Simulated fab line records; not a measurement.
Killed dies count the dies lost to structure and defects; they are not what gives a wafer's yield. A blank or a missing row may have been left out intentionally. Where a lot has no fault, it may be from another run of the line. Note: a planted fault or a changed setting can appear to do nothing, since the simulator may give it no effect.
Which tool did it?    flow nand harc    24 lots, 72 wafers sampled, at 2 steps of a route of 1159

## WHAT THE GAUGES SHOWED, per wafer
NHARC_A_SLIT_OVL_MEAS_10.
lot   measured      on          overlay x nm (nm)  overlay y nm (nm)
L075  day 14 03:26  overlay-02  -0.1 0.3 0.0       -1.0 -0.8 -0.6
L074  day 14 04:08  overlay-02  -0.7 -0.7 -0.5     0.3 0.1 0.1
L077  day 14 15:45  overlay-01  -1.7 -1.3 -1.7     0.8 1.0 0.3
L076  day 14 17:04  overlay-02  -0.1 -0.3 0.3      -0.2 0.4 0.9
L079  day 15 15:05  overlay-02  -0.8 -1.0 -0.5     -0.4 0.0 0.2
L078  day 15 14:49  overlay-01  0.1 -0.2 -0.1      1.0 0.7 1.0
L080  day 16 07:13  overlay-01  -1.3 -1.1 -1.4     0.1 0.1 -0.2
L081  day 16 09:19  overlay-01  0.2 0.5 0.8        -0.2 0.3 -0.3
L082  day 16 09:57  overlay-01  -1.1 -1.8 -1.4     0.9 1.8 1.5
L084  day 16 18:47  overlay-01  0.5 -0.1 1.0       -0.4 0.3 0.3
L083  day 16 19:03  overlay-02  -0.4 0.1 -0.2      -0.4 -0.3 -0.7
L087  day 17 10:56  overlay-02  0.1 -0.2 -0.4      0.4 1.3 0.4
L085  day 17 11:31  overlay-02  -0.9 -1.3 -0.8     0.2 0.3 0.2
L086  day 17 11:41  overlay-01  1.7 2.0 1.3        -0.1 0.1 0.0
L089  day 17 21:43  overlay-02  -0.3 -0.1 0.1      0.3 0.6 0.2
L088  day 17 21:52  overlay-01  -0.3 -0.9 -0.7     -0.7 -0.8 -0.5
L090  day 18 12:02  overlay-01  -0.1 0.6 -0.6      -1.4 -0.2 -0.7
L091  day 18 13:14  overlay-02  0.1 -0.1 -0.9      -0.7 -0.3 -0.5
L092  day 18 22:55  overlay-01  -1.2 -1.2 -0.5     -1.5 -2.3 -2.0
L093  day 19 14:30  overlay-01  -0.1 -0.1 0.5      -1.0 -0.6 -0.9
L096  day 19 14:49  overlay-01  -0.1 -0.3 0.0      1.5 1.7 1.6
L094  day 19 16:41  overlay-01  0.8 0.6 0.1        -3.0 -3.6 -2.4
L095  day 19 20:23  overlay-01  1.0 -0.1 0.1       -0.2 -0.2 -0.2
L097  day 20 11:43  overlay-02  1.0 0.9 0.9        1.0 0.1 0.8

## WHAT TOOL EACH LOT RAN ON (gives the tool, then ch and the chambers of the sampled wafers, and finally the start)
lot   NHARC_A_SGD_CUT_ETCH_16
L075  rie diel-13 ch 1,3, day 14 03:26 or earlier
L074  rie diel-03 ch 0,3, day 14 04:08 or earlier
L077  rie diel-13 ch 1,2,3, day 14 15:45 or earlier
L076  rie diel-03 ch 0,1,2, day 14 17:04 or earlier
L079  rie diel-03 ch 1,3, day 15 15:05 or earlier
L078  rie diel-13 ch 0,1,2, day 15 14:49 or earlier
L080  rie diel-02 ch 0,1,3, day 16 07:13 or earlier
L081  rie diel-13 ch 0,1, day 16 09:19 or earlier
L082  rie diel-03 ch 0,1, day 16 09:57 or earlier
L084  rie diel-03 ch 0,1,2, day 16 18:47 or earlier
L083  rie diel-13 ch 0,2, day 16 19:03 or earlier
L087  rie diel-03 ch 0,2,3, day 17 10:56 or earlier
L085  rie diel-02 ch 0,2, day 17 11:31 or earlier
L086  rie diel-03 ch 1,2, day 17 11:41 or earlier
L089  rie diel-02 ch 1,2, day 17 21:43 or earlier
L088  rie diel-13 ch 0,2,3, day 17 21:52 or earlier
L090  rie diel-02 ch 0,1, day 18 12:02 or earlier
L091  rie diel-13 ch 1,2, day 18 13:14 or earlier
L092  rie diel-03 ch 0,1,2, day 18 22:55 or earlier
L093  rie diel-02 ch 0,2,3, day 19 14:30 or earlier
L096  rie diel-03 ch 0,1,2, day 19 05:56
L094  rie diel-03 ch 0,3, day 19 16:41 or earlier
L095  rie diel-02 ch 0,3, day 19 20:23 or earlier
L097  rie diel-03 ch 1,2, day 20 11:43 or earlier
- NHARC_A_SGD_CUT_ETCH_16: etches the open film in C4F8/O2/Ar, target depth 310.5 nm, time 155.2 s.

## WHAT THE TOOLS THEMSELVES READ (means of the sampled wafers that have a number; where no wafer has one, the mark that the record gives instead)
NHARC_A_SGD_CUT_ETCH_16.
lot   tool         oes product au (a.u.)  rf vpp V (V)
L075  rie diel-13  0.980                  720
L074  rie diel-03  0.978                  725
L077  rie diel-13  0.974                  719
L076  rie diel-03  0.979                  723
L079  rie diel-03  0.978                  719
L078  rie diel-13  0.982                  721
L080  rie diel-02  0.975                  721
L081  rie diel-13  0.988                  723
L082  rie diel-03  0.973                  724
L084  rie diel-03  0.985                  723
L083  rie diel-13  0.974                  723
L087  rie diel-03  0.978                  724
L085  rie diel-02  0.949                  722
L086  rie diel-03  0.969                  720
L089  rie diel-02  0.986                  716
L088  rie diel-13  0.981                  721
L090  rie diel-02  0.972                  720
L091  rie diel-13  0.943                  718
L092  rie diel-03  0.976                  723
L093  rie diel-02  0.966                  721
L096  rie diel-03  1.005                  722
L094  rie diel-03  0.988                  723
L095  rie diel-02  0.985                  725
L097  rie diel-03  0.968                  720

## THE ANSWER, worked out from the rows above alone
Rule: the lots themselves supply what counts as usual. The widest of any qualifying gaps counts: lots, ordered by their means at a reading, are off when they make up no more than a third of the lots, leave a main group of 4 or more, and stand apart from it by 3 or more times the standard deviation of that group's means. Not used: any main group whose means are identical at the precision the tables above print for the reading. A lot without any number at a reading at which 4 lots or more have one is off too. The other lots that the step has rows for count as sound. After the gauges, taken in route order, come the tools' own readings; for these a lot's mean is taken, as printed above. At the first step where some lot is off, the reading lying furthest off is the one used; lots without a number count as furthest.
No lot is off on any of the readings shown, so nothing can be concluded from this.

## WHAT THE SIMULATOR HAD PUT IN
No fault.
